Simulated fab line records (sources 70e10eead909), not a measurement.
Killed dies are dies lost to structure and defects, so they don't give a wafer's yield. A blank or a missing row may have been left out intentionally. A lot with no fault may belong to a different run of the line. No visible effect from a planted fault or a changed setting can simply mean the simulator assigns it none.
Matching of chambers	flow nand harc	NHARC_A_CHANNEL_FILL_D1_ETCHBACK_19 on rie si-02 has 4 sister chambers
The step etches the open film in HBr/Cl2, target depth 5 nm, time 1.7 s. 8 wafers are shown with their chamber, then 8 later ones without.

WAFERS, EACH WITH ITS CHAMBER
wafer	chamber	drypump motor current A (A)	oes product au (a.u.)
L077.3	0	5.5	1.013
L084.2	0	5.6	1.005
L084.3	2	5.5	0.983
L087.6	2	5.5	1.003
L089.2	1	6.7	0.986
L089.4	1	6.7	0.982
L089.6	3	5.2	1.006
L091.2	3	5.2	1.010

WAFERS WHOSE CHAMBER IS MISSING
wafer	drypump motor current A (A)	oes product au (a.u.)
L091.3	5.5	0.996
L091.4	6.7	0.978
L092.3	5.3	1.005
L092.4	5.6	0.996
L092.5	5.2	1.011
L095.3	5.6	0.995
L095.4	5.2	1.017
L095.5	5.3	1.011

CHAMBER TAKEN BY EACH
wafer	from the rows above	in truth
L091.3	can't be placed: 2 or 0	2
L091.4	1	1
L092.3	3	3
L092.4	can't be placed: 0 or 2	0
L092.5	3	3
L095.3	can't be placed: 0 or 2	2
L095.4	3	3
L095.5	3	3
Correctly placed: 5 of 8. From these rows, 3 cannot be placed; in 3 the true chamber is one of the candidates. 0 placed wrongly.
How it was worked out, from the rows above alone: a wafer's distance from a chamber is the root of the sum, over the readings, of the square of ((its reading less the chamber's mean) divided by the reading's scatter). If the next closest chamber is less than 2 further off than the closest, the wafer can't be placed; otherwise it belongs to the closest. The mean given for a chamber averages the wafers shown for that chamber. The scatter: take each reading less its chamber's mean, square it, sum over the shown wafers, divide by the number of wafers less the number of chambers, and take the root.
